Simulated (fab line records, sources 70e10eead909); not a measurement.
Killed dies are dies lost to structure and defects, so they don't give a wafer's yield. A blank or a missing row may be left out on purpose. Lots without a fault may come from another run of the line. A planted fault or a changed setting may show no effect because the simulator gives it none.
fab line records | flow nand_harc
record lots=24 wafers=72 last_day=33
route steps=1302 shown P_STI@85 P_GATE@142 P_CONTACT@233
lots that met no fault: from a run of the same line without faults
start_h: hours from the record's first day to the start of the lot's first wafer shown | wait_h: hours since the lot's step before | " the same as in the row above | L1.1+2: a row that stands for several wafers | - no value, or no start given | * or withheld: withheld | < > ~ a bound
route shown NAME@n: a module of which the file shows steps, and the number in the route of the first | usual: mean/standard deviation of fault-free wafers | same: alike in all rows | chamber/n: place in a boat | sites: the reading at each site | _std_site: their standard deviation | _edge_site: outer sites' mean less inner sites' | radius_mm: how far each site lies from the wafer's centre | mask NAME#n: copy n | behind: the tool/chamber that last shaped the wafer | hold: why the lot was held/for how many hours/how that ended | device: the transistor (n, p or np) that didn't switch | end of line: the same wafers' tests at the end of the route | a step without rows: its recipe alone | killed: dies lost to structure and defects at the first sort, not the wafer's yield | map: a wafer's dies, x killed, . not, _ none there
set.NAME: the setting as run; set.NAME@STEP: as run at that earlier step | model.NAME: the simulator's own value behind a step, which no gauge read
steps of the route over a sample of lots; a table a step, a row a wafer
services: from which hour (start_h, from the record's first day; less than 0 if before it) a tool's chamber was out of use, for how many hours, and why
## steps
# step NHARC_P_STI_INSPECT_11
# usual raw_defect_count=5.3/2.6
# columns lot.wafer tool chamber start_h wait_h raw_defect_count
L074.1 defect_inspect-01 - 43.32 0.0 4
L074.2 " - " " 7
L074.5 " - " " 9
L075.1 defect_inspect-01 - 52.94 0.1 4
L075.4 " - " " 4
L075.6 " - " " 4
L076.2 defect_inspect-01 - 64.44 0.0 3
L076.3 " - " " 3
L076.4 " - " " 3
L077.1 defect_inspect-01 - 72.83 0.0 1
L077.2 " - " " 5
L077.3 " - " " 9
L078.1 defect_inspect-01 - 83.84 0.0 3
L078.2 " - " " 2
L078.6 " - " " 3
L079.2 defect_inspect-01 - 96.56 0.0 4
L079.5 " - " " 10
L079.6 " - " " 3
L080.1 defect_inspect-02 - 105.55 0.0 6
L080.2 " - " " 4
L080.4 " - " " 6
L081.1 defect_inspect-01 - 113.62 0.0 10
L081.3 " - " " 11
L081.5 " - " " 4
L082.2 defect_inspect-02 - 123.18 0.0 2
L082.4 " - " " 7
L082.5 " - " " 0
L083.1 defect_inspect-02 - 137.42 0.0 11
L083.2 " - " " 7
L083.4 " - " " 1
L084.1 defect_inspect-01 - 146.24 0.0 4
L084.4 " - " " 5
L084.6 " - " " 3
L085.1 defect_inspect-02 - 154.17 0.0 7
L085.2 " - " " 6
L085.5 " - " " 6
L086.1 defect_inspect-01 - 165.30 0.0 5
L086.2 " - " " 4
L086.5 " - " " 4
L087.2 defect_inspect-02 - 173.83 0.0 4
L087.5 " - " " 0
L087.6 " - " " 5
L088.3 defect_inspect-01 - 182.98 0.0 5
L088.5 " - " " 7
L088.6 " - " " 3
L089.2 defect_inspect-01 - 195.12 0.0 5
L089.4 " - " " 5
L089.5 " - " " 7
L090.2 defect_inspect-01 - 203.15 0.0 4
L090.5 " - " " 11
L090.6 " - " " 4
L091.1 defect_inspect-01 - 212.60 0.0 2
L091.2 " - " " 2
L091.3 " - " " 9
L092.1 defect_inspect-02 - 222.98 0.0 8
L092.4 " - " " 6
L092.6 " - " " 7
L093.4 defect_inspect-02 - 233.11 0.0 5
L093.5 " - " " 2
L093.6 " - " " 3
L094.1 defect_inspect-01 - 243.67 0.0 5
L094.3 " - " " 7
L094.6 " - " " 6
L095.3 defect_inspect-01 - 253.85 0.0 9
L095.4 " - " " 9
L095.5 " - " " 5
L096.1 defect_inspect-02 - 262.80 0.0 6
L096.4 " - " " 2
L096.6 " - " " 6
L097.3 defect_inspect-01 - 275.00 0.0 6
L097.4 " - " " 4
L097.6 " - " " 5
# step NHARC_P_GATE_OVL_MEAS_27
# usual overlay_x_nm=-0.2/0.93 overlay_y_nm=0.1/0.86
# columns lot.wafer tool chamber start_h wait_h overlay_x_nm overlay_y_nm
L074.1 overlay-02 - 98.00 - -0.4 -1.4
L074.2 " - " " -0.3 -1.9
L074.5 " - " " -0.3 -0.9
L075.1 overlay-01 - 102.94 - -1.2 -0.7
L075.4 " - " " -1.4 -0.5
L075.6 " - " " -1.1 -0.3
L076.2 overlay-01 - 117.57 - 1.2 -1.1
L076.3 " - " " 1.1 -0.8
L076.4 " - " " 1.6 -0.6
L077.1 overlay-02 - 127.55 - -0.6 1.2
L077.2 " - " " -0.8 1.1
L077.3 " - " " -0.2 1.7
L078.1 overlay-02 - 133.89 - -0.2 -0.7
L078.2 " - " " 0.0 -0.6
L078.6 " - " " 0.3 -0.4
L079.2 overlay-01 - 150.25 - -1.1 0.8
L079.5 " - " " -1.2 0.5
L079.6 " - " " -0.8 0.6
L080.1 overlay-01 - 166.37 - 0.0 0.8
L080.2 " - " " -0.3 0.2
L080.4 " - " " -1.2 0.9
L081.1 overlay-02 - 168.89 - 0.6 0.8
L081.3 " - " " 0.3 0.5
L081.5 " - " " 0.4 0.9
L082.2 overlay-02 - 177.55 - -0.8 0.9
L082.4 " - " " -0.6 0.9
L082.5 " - " " -0.4 1.5
L083.1 overlay-02 - 193.10 - 0.5 -0.6
L083.2 " - " " 0.3 -0.3
L083.4 " - " " 0.7 0.3
L084.1 overlay-01 - 193.62 - 2.0 1.1
L084.4 " - " " 2.2 1.0
L084.6 " - " " 2.0 1.4
L085.1 overlay-01 - 212.39 - -1.7 -1.4
L085.2 " - " " -0.9 -1.3
L085.5 " - " " -0.7 -1.7
L086.1 overlay-02 - 218.78 - -0.6 0.1
L086.2 " - " " -1.0 -0.1
L086.5 " - " " -1.1 0.1
L087.2 overlay-02 - 222.14 - -1.3 0.2
L087.5 " - " " -1.6 0.1
L087.6 " - " " -0.9 0.3
L088.3 overlay-02 - 231.83 - -0.9 0.1
L088.5 " - " " -0.9 0.5
L088.6 " - " " -0.8 0.3
L089.2 overlay-01 - 254.63 - -1.4 -0.5
L089.4 " - " " -1.4 -0.8
L089.5 " - " " -1.0 -0.7
L090.2 overlay-02 - 260.88 - -0.6 0.5
L090.5 " - " " -0.3 0.5
L090.6 " - " " -0.5 0.4
L091.1 overlay-02 - 266.65 - 1.0 -0.1
L091.2 " - " " 0.2 0.2
L091.3 " - " " 0.3 0.6
L092.1 overlay-01 - 272.05 - -1.3 -0.8
L092.4 " - " " -1.3 -1.0
L092.6 " - " " -1.9 -1.2
L093.4 overlay-01 - 285.19 - 0.6 0.1
L093.5 " - " " 1.1 0.9
L093.6 " - " " 0.6 -0.1
L094.1 overlay-02 - 297.03 - 0.4 0.3
L094.3 " - " " 0.1 0.3
L094.6 " - " " 0.2 0.2
L095.3 overlay-01 - 301.26 - 0.1 1.8
L095.4 " - " " 0.6 1.7
L095.5 " - " " -0.1 1.2
L096.1 overlay-01 - 311.76 - -0.8 -0.5
L096.4 " - " " -0.9 0.1
L096.6 " - " " -0.4 -0.2
L097.3 overlay-01 - 324.52 - 1.1 1.2
L097.4 " - " " 0.9 0.9
L097.6 " - " " 0.9 0.7
# step NHARC_P_GATE_DESCUM_31
# recipe time_s=3 o2_flow_sccm=200 ar_flow_sccm=0 bias_power_w=0 chemistry=O2
# usual drypump_motor_current_A=5.5/0.55 oes_product_au=0.998/0.0082 rf_vpp_V=57.9/0.85 showerhead_plenum_p_Torr=1.93/0.084 throttle_valve_pct=11.311/0.0091
# columns lot.wafer tool chamber start_h wait_h drypump_motor_current_A oes_product_au rf_hours_counter_h rf_vpp_V showerhead_plenum_p_Torr throttle_valve_pct
L074.2 rie_diel-07 2 98.10 0.1 6.4 0.994 9 58.3 1.82 11.314
L074.1 " 3 " " 5.4 0.993 10 58.0 1.86 11.316
L074.5 " 2 " " 6.4 0.995 - 57.9 1.82 11.307
L075.4 rie_diel-07 2 103.04 0.1 6.4 0.988 9 57.8 1.82 11.301
L075.1 " 3 " " 5.4 0.974 10 57.0 1.86 11.313
L075.6 " 2 " " 6.4 0.987 - 55.4 1.82 11.315
L076.4 rie_diel-02 3 117.67 0.1 4.9 0.999 4 58.0 1.92 11.314
L076.2 " 0 " " 5.7 1.008 4 55.3 1.99 11.293
L076.3 " 1 " " 6.0 1.001 5 58.0 1.99 11.319
L077.3 rie_diel-01 1 127.66 0.1 5.2 1.003 4 59.2 2.05 11.314
L077.1 " 2 " " 5.9 1.016 4 58.8 2.06 11.317
L077.2 " 3 " " 4.7 1.005 4 58.6 1.96 11.309
L078.2 rie_diel-07 1 133.99 0.1 5.8 1.006 0 58.2 1.92 11.308
L078.1 " 3 " " 5.4 1.006 0 56.0 1.86 11.307
L078.6 " 2 " " 6.4 1.003 - 58.0 1.82 11.304
L079.2 rie_diel-01 1 150.37 0.1 5.1 0.995 5 58.3 2.05 11.314
L079.6 " 3 " " 4.8 0.999 - 58.2 1.96 11.321
L079.5 " 0 " " 4.8 0.993 - 58.9 1.83 11.307
L080.2 rie_diel-01 2 166.47 0.1 5.9 1.011 6 58.7 2.06 11.314
L080.4 " 3 " " 4.8 1.002 7 58.1 1.96 11.304
L080.1 " 1 " " 5.1 0.988 6 57.7 2.05 11.307
L081.3 rie_diel-01 3 168.99 0.1 4.8 0.993 7 58.6 1.95 11.330
L081.1 " 0 " " 4.8 0.991 6 56.9 1.83 11.302
L081.5 " 3 " " 4.7 0.996 - 58.4 1.96 11.315
L082.4 rie_diel-01 2 177.65 0.1 5.9 1.015 6 56.7 2.06 11.326
L082.2 " 1 " " 5.1 0.994 6 58.5 2.05 11.316
L082.5 " 2 " " 5.9 1.006 - 59.7 2.06 11.297
L083.1 rie_diel-01 3 193.21 0.1 4.8 0.989 7 58.5 1.95 11.321
L083.2 " 0 " " 4.8 0.993 6 58.6 1.83 11.304
L083.4 " 3 " " 4.7 0.989 - 57.5 1.95 11.307
L084.1 rie_diel-07 0 193.72 0.1 5.7 0.978 4 57.5 1.81 11.309
L084.4 " 1 " " 5.8 1.001 4 57.3 1.92 11.299
L084.6 " 3 " " 5.4 1.000 - 57.5 1.86 11.322
L085.2 rie_diel-02 0 212.60 0.2 5.6 1.006 14 57.6 1.98 11.301
L085.1 " 2 " " 6.3 0.984 13 57.8 1.92 11.318
L085.5 " 0 " " 5.6 1.012 - 58.3 1.98 11.310
L086.1 rie_diel-01 3 218.88 0.1 4.8 1.005 0 58.8 1.95 11.300
L086.2 " 2 " " 5.9 1.003 0 58.7 2.06 11.312
L086.5 " 3 " " 4.7 1.006 - 58.6 1.95 11.316
L087.2 rie_diel-07 0 222.24 0.1 5.7 0.993 6 58.5 1.81 11.302
L087.5 " 3 " " 5.4 0.993 - 58.5 1.86 11.313
L087.6 " 0 " " 5.7 0.990 - 57.1 1.81 11.313
L088.3 rie_diel-01 0 231.92 0.1 4.8 1.000 0 57.5 1.83 11.299
L088.6 " 0 " " 4.8 1.001 - 56.3 1.83 11.316
L088.5 " 1 " " 5.1 0.995 - 58.9 2.05 11.319
L089.2 rie_diel-02 3 254.74 0.1 5.0 0.984 3 57.7 1.91 11.314
L089.4 " 2 " " 6.3 0.981 - 58.4 1.92 11.312
L089.5 " 3 " " 5.0 0.991 - 57.2 1.91 11.317
L090.2 rie_diel-01 1 260.99 0.1 5.1 0.988 3 57.8 2.05 11.309
L090.5 " 0 " " 4.8 0.992 - 58.6 1.83 11.297
L090.6 " 1 " " 5.1 0.986 - 58.0 2.05 11.305
L091.3 rie_diel-02 0 266.75 0.1 5.6 0.995 4 59.1 1.98 11.325
L091.1 " 1 " " 6.0 1.005 0 59.3 1.99 11.317
L091.2 " 3 " " 5.0 0.997 4 57.6 1.91 11.319
L092.4 rie_diel-02 3 272.16 0.1 5.0 0.995 5 57.4 1.91 11.319
L092.1 " 0 " " 5.6 1.003 4 57.6 1.98 11.319
L092.6 " 2 " " 6.3 1.000 - 57.2 1.92 11.301
L093.4 rie_diel-07 1 285.28 0.1 5.8 1.002 7 58.0 1.92 11.306
L093.5 " 1 " " 5.8 0.993 - 57.2 1.92 11.320
L093.6 " 2 " " 6.4 0.986 - 58.9 1.81 11.324
L094.1 rie_diel-01 1 297.13 0.1 5.1 1.002 5 58.5 2.05 11.325
L094.3 " 2 " " 5.8 1.003 5 57.3 2.06 11.314
L094.6 " 1 " " 5.1 0.989 - 58.7 2.05 11.318
L095.4 rie_diel-01 1 301.35 0.1 5.1 0.995 5 57.9 2.05 11.317
L095.3 " 0 " " 4.8 1.006 4 57.2 1.83 11.314
L095.5 " 1 " " 5.1 0.996 - 58.7 2.05 11.301
L096.1 rie_diel-02 0 311.87 0.1 5.7 0.997 7 58.7 1.98 11.318
L096.4 " 1 " " 6.0 1.008 3 59.5 1.99 11.293
L096.6 " 0 " " 5.6 0.997 - 57.5 1.98 11.309
L097.3 rie_diel-02 3 324.62 0.1 5.0 1.000 7 58.0 1.91 11.319
L097.4 " 2 " " 6.3 0.997 7 58.2 1.92 11.305
L097.6 " 3 " " 5.0 1.002 - 58.9 1.91 11.317
# step NHARC_P_GATE_STRIP_113
# recipe power_w=1500 temp_c=110 time_s=740 chemistry=N2/H2
# usual drypump_motor_current_A=5.5/0.41 heater_power_w=93/3.4
# columns lot.wafer tool chamber start_h wait_h drypump_motor_current_A heater_power_w rf_hours_counter_h
L074.2 plasma_asher-02 1 115.95 0.2 5.9 94 8
L074.1 " 0 " " 5.7 90 8
L074.5 " 0 " " 5.7 87 -
L075.1 plasma_asher-02 1 118.98 0.3 5.9 91 9
L075.4 " 1 " " 5.8 89 -
L075.6 " 1 " " 5.9 92 -
L076.2 plasma_asher-02 0 133.52 0.2 5.7 89 12
L076.4 " 0 " " 5.7 89 -
L076.3 " 1 " " 5.8 93 -
L077.2 plasma_asher-02 0 143.35 0.2 5.7 91 14
L077.1 " 1 " " 5.8 92 14
L077.3 " 0 " " 5.7 89 -
L078.2 plasma_asher-02 0 149.67 0.2 5.7 89 16
L078.1 " 1 " " 5.9 92 16
L078.6 " 0 " " 5.7 90 -
L079.2 plasma_asher-02 1 165.82 0.2 5.8 94 20
L079.5 " 1 " " 5.8 92 -
L079.6 " 0 " " 5.7 89 -
L080.2 plasma_asher-02 0 184.79 0.2 5.7 90 25
L080.1 " 1 " " 5.8 94 25
L080.4 " 0 " " 5.7 90 -
L081.1 plasma_asher-01 1 184.97 0.2 5.2 97 2
L081.3 " 0 " " 4.6 96 -
L081.5 " 1 " " 5.2 97 -
L082.2 plasma_asher-02 0 193.59 0.2 5.7 90 27
L082.4 " 1 " " 5.8 93 -
L082.5 " 0 " " 5.7 90 -
L084.1 plasma_asher-01 1 209.62 0.3 5.2 97 7
L084.4 " 0 " " 4.7 92 -
L084.6 " 0 " " 4.7 95 -
L083.2 plasma_asher-02 0 211.11 0.2 5.7 90 31
L083.1 " 1 " " 5.8 95 31
L083.4 " 0 " " 5.7 90 -
L085.2 plasma_asher-02 0 228.49 0.2 5.7 88 33
L085.1 " 1 " " 5.9 91 33
L085.5 " 1 " " 5.8 91 -
L086.2 plasma_asher-01 0 234.61 0.2 4.7 94 11
L086.1 " 1 " " 5.2 98 11
L086.5 " 1 " " 5.2 97 -
L087.2 plasma_asher-02 0 237.78 0.2 5.7 88 36
L087.6 " 0 " " 5.7 91 -
L087.5 " 1 " " 5.8 93 -
L088.3 plasma_asher-01 0 250.20 0.5 4.7 95 -
L088.5 " 0 " " 4.7 95 -
L088.6 " 1 " " 5.2 94 -
L089.2 plasma_asher-02 0 270.66 0.2 5.7 89 2
L089.4 " 1 " " 5.9 96 -
L089.5 " 0 " " 5.7 89 -
L090.2 plasma_asher-02 1 277.36 0.2 5.9 97 4
L090.5 " 1 " " 5.8 96 -
L090.6 " 0 " " 5.7 90 -
L091.2 plasma_asher-01 0 282.28 0.2 4.7 95 23
L091.1 " 1 " " 5.2 99 23
L091.3 " 1 " " 5.2 97 -
L092.1 plasma_asher-02 0 287.90 0.3 5.7 89 7
L092.4 " 1 " " 5.9 98 -
L092.6 " 1 " " 5.8 94 -
L093.4 plasma_asher-02 0 301.44 0.5 5.7 90 -
L093.6 " 1 " " 5.9 99 -
L093.5 " 0 " " 5.7 89 -
L094.1 plasma_asher-02 0 312.93 0.2 5.7 88 11
L094.3 " 0 " " 5.7 92 -
L094.6 " 1 " " 5.8 95 -
L095.3 plasma_asher-01 1 317.41 0.5 5.2 97 -
L095.4 " 0 " " 4.7 96 -
L095.5 " 1 " " 5.2 99 -
L096.1 plasma_asher-01 1 327.40 0.2 5.2 97 30
L096.4 " 1 " " 5.2 98 -
L096.6 " 0 " " 4.7 94 -
L097.4 plasma_asher-02 0 340.30 0.3 5.7 90 -
L097.3 " 1 " " 5.8 97 -
L097.6 " 0 " " 5.7 91 -
# step NHARC_P_GATE_RTA_82
# recipe temp_c=450 time_s=30
# usual anneal_temp_c_max=451.5/0.44 lamp_power_pct=3.91/0.067 lamp_zone_5_pct=3.93/0.067 wafer_temp_C_max=452.2/0.65
# columns lot.wafer tool chamber start_h wait_h anneal_temp_c_max lamp_power_pct lamp_zone_5_pct wafer_temp_C_max
L074.1 rtp_anneal-01 0 118.74 - 451.0 3.83 3.86 451.8
L074.2 " 0 " " 451.4 3.83 3.85 452.0
L074.5 " 0 " " 452.0 3.84 3.85 452.2
L075.1 rtp_anneal-02 0 121.22 - 451.9 3.97 3.99 451.4
L075.4 " 0 " " 451.0 3.98 3.99 452.0
L075.6 " 0 " " 452.0 3.97 3.98 452.2
L076.2 rtp_anneal-01 0 135.89 - 451.6 3.84 3.85 451.9
L076.3 " 0 " " 451.4 3.84 3.85 451.5
L076.4 " 0 " " 451.3 3.84 3.85 451.9
L077.1 rtp_anneal-01 0 145.72 - 451.4 3.84 3.85 451.4
L077.2 " 0 " " 450.9 3.83 3.86 451.9
L077.3 " 0 " " 451.4 3.84 3.86 451.6
L078.1 rtp_anneal-01 0 152.04 - 450.8 3.84 3.85 452.4
L078.2 " 0 " " 451.4 3.83 3.86 451.8
L078.6 " 0 " " 451.3 3.84 3.85 451.6
L079.2 rtp_anneal-02 0 168.44 - 452.3 3.97 4.00 453.8
L079.5 " 0 " " 451.5 3.97 3.99 452.8
L079.6 " 0 " " 452.0 3.97 3.99 452.6
L080.1 rtp_anneal-01 0 187.16 - 451.2 3.83 3.85 451.5
L080.2 " 0 " " 451.2 3.84 3.86 452.0
L080.4 " 0 " " 451.4 3.84 3.85 452.0
L081.1 rtp_anneal-01 0 187.45 - 451.6 3.84 3.85 451.3
L081.3 " 0 " " 451.5 3.84 3.85 451.3
L081.5 " 0 " " 451.5 3.84 3.85 451.3
L082.2 rtp_anneal-01 0 195.98 - 451.0 3.84 3.85 452.3
L082.4 " 0 " " 451.5 3.83 3.85 452.4
L082.5 " 0 " " 451.6 3.83 3.85 451.2
L084.1 rtp_anneal-02 0 211.93 - 452.4 3.97 3.98 452.5
L084.4 " 0 " " 451.9 3.97 3.99 452.1
L084.6 " 0 " " 452.1 3.98 3.99 453.9
L083.1 rtp_anneal-01 0 213.48 - 451.0 3.85 3.86 451.3
L083.2 " 0 " " 450.7 3.84 3.85 451.5
L083.4 " 0 " " 450.6 3.84 3.86 451.8
L085.1 rtp_anneal-02 0 230.98 - 452.3 3.97 3.99 452.1
L085.2 " 0 " " 451.7 3.97 3.99 452.8
L085.5 " 0 " " 451.1 3.97 3.99 453.2
L086.1 rtp_anneal-02 0 237.08 - 451.9 3.97 3.98 451.7
L086.2 " 0 " " 451.7 3.97 3.99 452.1
L086.5 " 0 " " 452.0 3.97 3.98 451.9
L087.2 rtp_anneal-02 0 240.16 - 451.7 3.97 3.98 452.5
L087.5 " 0 " " 452.0 3.97 3.99 452.7
L087.6 " 0 " " 451.6 3.97 3.99 452.0
L088.3 rtp_anneal-02 0 252.36 - 451.6 3.97 3.99 453.0
L088.5 " 0 " " 451.7 3.97 3.99 452.9
L088.6 " 0 " " 451.9 3.97 3.99 454.0
L089.2 rtp_anneal-02 0 273.03 - 451.3 3.97 3.99 453.0
L089.4 " 0 " " 451.9 3.97 3.99 452.7
L089.5 " 0 " " 451.5 3.97 3.98 452.6
L090.2 rtp_anneal-01 0 279.74 - 450.7 3.83 3.85 452.0
L090.5 " 0 " " 451.3 3.84 3.85 452.7
L090.6 " 0 " " 451.5 3.84 3.85 451.2
L091.1 rtp_anneal-02 0 284.63 - 451.5 3.97 3.99 452.8
L091.2 " 0 " " 451.6 3.97 3.99 452.3
L091.3 " 0 " " 450.9 3.97 3.99 452.4
L092.1 rtp_anneal-02 0 290.12 - 451.0 3.97 3.98 453.3
L092.4 " 0 " " 451.2 3.97 3.99 452.4
L092.6 " 0 " " 451.0 3.97 3.99 451.9
L093.4 rtp_anneal-01 0 303.53 - 451.5 3.84 3.85 451.7
L093.5 " 0 " " 451.1 3.84 3.85 451.6
L093.6 " 0 " " 451.0 3.84 3.86 452.2
L094.1 rtp_anneal-02 0 315.29 - 451.6 3.97 3.98 452.6
L094.3 " 0 " " 452.1 3.97 3.99 452.6
L094.6 " 0 " " 452.4 3.97 3.99 452.9
L095.3 rtp_anneal-01 0 319.58 - 451.5 3.84 3.85 451.6
L095.4 " 0 " " 451.9 3.84 3.85 452.2
L095.5 " 0 " " 451.6 3.84 3.85 451.5
L096.1 rtp_anneal-02 0 329.74 - 451.7 3.98 3.99 453.3
L096.4 " 0 " " 451.5 3.97 3.99 452.2
L096.6 " 0 " " 451.8 3.97 3.98 453.0
L097.3 rtp_anneal-02 0 342.47 - 451.9 3.97 3.99 453.1
L097.4 " 0 " " 451.1 3.97 3.99 452.1
L097.6 " 0 " " 451.1 3.97 3.98 453.3
# step NHARC_P_CONTACT_OVL_MEAS_13
# usual overlay_x_nm=0.1/0.81 overlay_y_nm=0.0/0.9
# columns lot.wafer tool chamber start_h wait_h overlay_x_nm overlay_y_nm
L074.1 overlay-01 - 120.91 - -1.2 -0.8
L074.2 " - " " -0.9 -1.2
L074.5 " - " " -0.7 -0.2
L075.1 overlay-02 - 123.28 - 1.0 -0.2
L075.4 " - " " 1.2 0.4
L075.6 " - " " 0.4 -0.2
L076.2 overlay-02 - 137.63 - -1.1 -0.3
L076.3 " - " " -1.2 -0.5
L076.4 " - " " -0.8 -0.3
L077.1 overlay-01 - 147.66 - -0.7 0.2
L077.2 " - " " -1.2 -0.4
L077.3 " - " " -0.6 0.1
L078.1 overlay-01 - 153.94 - -0.7 0.2
L078.2 " - " " -0.5 0.1
L078.6 " - " " -0.3 0.1
L079.2 overlay-01 - 170.32 - 0.0 0.7
L079.5 " - " " -0.2 0.8
L079.6 " - " " 0.1 0.7
L080.1 overlay-02 - 189.05 - -0.2 0.4
L080.2 " - " " -0.6 0.2
L080.4 " - " " -0.7 0.4
L081.1 overlay-01 - 189.34 - 0.7 0.1
L081.3 " - " " 0.2 0.0
L081.5 " - " " 0.0 0.0
L082.2 overlay-02 - 197.84 - -0.3 2.3
L082.4 " - " " -0.5 2.8
L082.5 " - " " -0.5 2.5
L084.1 overlay-02 - 213.82 - 0.1 -1.2
L084.4 " - " " 0.9 -1.5
L084.6 " - " " 1.0 -0.8
L083.1 overlay-01 - 215.24 - 0.2 0.7
L083.2 " - " " 0.0 0.1
L083.4 " - " " 0.0 0.9
L085.1 overlay-01 - 232.89 - 0.9 -0.5
L085.2 " - " " 0.9 0.0
L085.5 " - " " 0.3 -0.5
L086.1 overlay-01 - 238.97 - 1.3 -0.9
L086.2 " - " " 1.6 -1.0
L086.5 " - " " 0.8 -1.2
L087.2 overlay-02 - 242.03 - -0.7 0.8
L087.5 " - " " -0.6 0.7
L087.6 " - " " 0.3 0.9
L088.3 overlay-02 - 254.09 - 0.2 -0.5
L088.5 " - " " 1.0 -0.9
L088.6 " - " " 0.4 -0.5
L089.2 overlay-02 - 274.84 - 1.4 -1.4
L089.4 " - " " 1.2 -1.0
L089.5 " - " " 1.4 -0.6
L090.2 overlay-01 - 281.78 - -1.0 -0.2
L090.5 " - " " -0.6 -0.3
L090.6 " - " " -0.5 -1.0
L091.1 overlay-01 - 286.52 - 0.6 0.4
L091.2 " - " " 1.0 0.3
L091.3 " - " " 0.7 -0.1
L092.1 overlay-01 - 292.01 - -2.0 -0.1
L092.4 " - " " -0.9 0.0
L092.6 " - " " -1.6 0.0
L093.4 overlay-02 - 305.33 - -0.7 -0.3
L093.5 " - " " -0.3 -0.6
L093.6 " - " " 0.0 -0.8
L094.1 overlay-01 - 317.18 - 0.8 -0.2
L094.3 " - " " 0.5 -0.5
L094.6 " - " " 1.0 -0.1
L095.3 overlay-02 - 321.29 - 0.2 1.0
L095.4 " - " " 0.8 1.1
L095.5 " - " " 0.8 1.1
L096.1 overlay-01 - 331.51 - 0.5 1.7
L096.4 " - " " 0.1 1.1
L096.6 " - " " -0.2 1.3
L097.3 overlay-02 - 344.31 - 0.6 -0.6
L097.4 " - " " 0.9 -0.3
L097.6 " - " " 1.0 -1.2
## services
# columns tool chamber start_h hours kind
rie_diel-07 3 77.57 6.1 repair
plasma_asher-02 0 81.00 - clean
plasma_asher-02 1 81.00 - clean
rie_diel-02 2 83.26 9.2 repair
rie_diel-07 - 117.20 9.0 pm
rie_diel-02 - 120.46 0.6 repair
rie_diel-01 1 127.74 4.2 repair
rie_diel-02 0 129.75 7.2 repair
rie_diel-07 2 130.67 2.6 repair
rie_diel-02 1 133.44 132.0 repair
rie_diel-01 0 139.15 2.1 repair
plasma_asher-01 - 153.04 0.3 repair
plasma_asher-01 - 165.51 9.0 pm
rie_diel-02 2 184.02 8.7 repair
rie_diel-01 1 189.41 6.4 repair
rie_diel-02 2 192.92 4.6 repair
rie_diel-01 - 203.80 9.0 pm
rie_diel-02 - 216.70 9.0 pm
rie_diel-07 - 229.52 36.1 repair
plasma_asher-02 - 249.00 9.0 pm
rie_diel-02 0 260.44 6.3 repair
rie_diel-07 - 294.33 9.0 pm
plasma_asher-01 - 311.92 1.4 repair
plasma_asher-01 - 342.51 9.0 pm
## key
fault none
